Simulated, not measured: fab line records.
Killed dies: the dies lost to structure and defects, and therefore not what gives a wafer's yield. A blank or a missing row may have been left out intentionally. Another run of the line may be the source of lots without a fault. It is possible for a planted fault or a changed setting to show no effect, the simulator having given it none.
Comparing a struck lot with a sound one	flow n5Finfet	34 out of 1938 route steps
Sound: the wafers L447.2, L447.4, L447.5. Struck: wafer L441.6. (L441.4, L441.5 of the same lot were not struck and are left out.) The cause comes at the end.
Per side, at each step with rows, come the tool, then ch with its chambers, and then its first start. Under that, the readings that differ: sound wafers	struck wafers	difference of the means	sigmas: that difference in standard deviations of wafers without a fault.
alike: readings whose means differ by less than 2 such deviations, and words and numbers that are the same on both sides. not compared: withheld readings, readings that some wafer has no value for, bounds like >300 that may hide the same value, and numbers for which the record gives no deviation and whose values overlap.
A row with sigmas, a row that says differs or no value, or rows on one side alone: a step with any of these is where the two part. When numbers do not overlap yet have no deviation, they are printed without sigmas and do not part them. A reading that every wafer of one side lacks parts them only if that side has two wafers or more.

first, 8 steps without rows for these wafers: N5_BEOL_M10_SPUTTER_48 (material Cu, target thk 12 nm, time 2 s); N5_BEOL_M10_ECD_50 (material Cu, target thk 318 nm); N5_BEOL_M10_ANNEAL_51 (time 90 s); N5_BEOL_M10_CMP_52 (polishes, stops on SiCOH lowk, t overpolish 7 s, target thk 140 nm); N5_BEOL_M10_PRE_CLEAN_55 (time 15 s); N5_BEOL_M10_DEP_56 (deposits SiCN from 3MS/NH3, target thk 15 nm, time 26.5 s); N5_BEOL_M11_ILD_DEP_00 (deposits SiCOH lowk from DEMS/porogen, target thk 308.51 nm, time 58 s); N5_BEOL_M11_CURE_71 (cures SiCOH lowk, time 240 s).
N5_BEOL_M11_PECVD_70: deposits SiO2 from TEOS/O2, target thk 20 nm, time 22.7 s.
  sound on pecvd-04 ch 0,1,2, day 17 13:04; struck on pecvd-03 ch 0, day 16 08:52
reading	sound	struck	difference	sigmas
model.SiO2_of_BEOL_M11_PECVD_70.thkNm (nm)	20 20.2 20.4	20.8	+0.6	
  alike: heaterPowerW, showerheadPlenumPTorr, susceptorTempC, throttleValvePct
then, 24 steps without rows for these wafers: N5_BEOL_M11_HM_DEP_02 (deposits TiN, target thk 20 nm); N5_BEOL_M11_COAT_59 (time 60 s, resist thk 100 nm); N5_BEOL_M11_COAT_60 (time 60 s, resist thk 30 nm); N5_BEOL_M11_COAT_05 (resist thk 90 nm); N5_BEOL_M11_EBR_07; N5_BEOL_M11_SOFTBAKE_06 (time 60 s); N5_BEOL_M11_EXPOSE_08 (exposes mask M11); N5_BEOL_M11_PEB_09 (peb time 60 s); N5_BEOL_M11_DEVELOP_10 (develop time 30 s); N5_BEOL_M11_DESCUM_16 (chemistry O2, time 7.9 s); N5_BEOL_M11_ETCH_61 (etches SiARC in CF4, target depth 39 nm, time 65 s); N5_BEOL_M11_ETCH_62 (etches SOC in N2/H2, target depth 110 nm, overetch 22 nm, time 165 s); N5_BEOL_M11_STRIP_68 (strips in N2/H2); N5_BEOL_M11_STRIP_67 (strips in CF4); N5_BEOL_M11_HM_OPEN_17 (chemistry Cl2/BCl3, target TiN, target depth 20 nm, overetch 6 nm); N5_BEOL_M11_STRIP_19 (strips in O2); N5_BEOL_M11_COAT_63 (time 60 s, resist thk 100 nm); N5_BEOL_M11_COAT_64 (time 60 s, resist thk 30 nm); N5_BEOL_M11_COAT_22 (resist thk 90 nm); N5_BEOL_M11_EBR_24; N5_BEOL_M11_SOFTBAKE_23 (time 60 s); N5_BEOL_M11_EXPOSE_25 (exposes mask V10); N5_BEOL_M11_PEB_26 (peb time 60 s); N5_BEOL_M11_DEVELOP_27 (develop time 30 s).
N5_BEOL_M11_HM_STRIP_39: strips TiN in peroxide tin strip, target depth 25 nm, time 158 s.
  sound on wetBench-01 ch 0,1,7, day 17 17:51; struck on wetBench-02 ch 1, day 16 12:09
reading	sound	struck	difference	sigmas
model.SiO2_of_BEOL_M11_PECVD_70.thkNm (nm)	19.8 20 20.2	20.6	+0.6	
  alike: tempC

## WHERE THEY PART
Nowhere in this record.

WHY: whatever the simulator had introduced
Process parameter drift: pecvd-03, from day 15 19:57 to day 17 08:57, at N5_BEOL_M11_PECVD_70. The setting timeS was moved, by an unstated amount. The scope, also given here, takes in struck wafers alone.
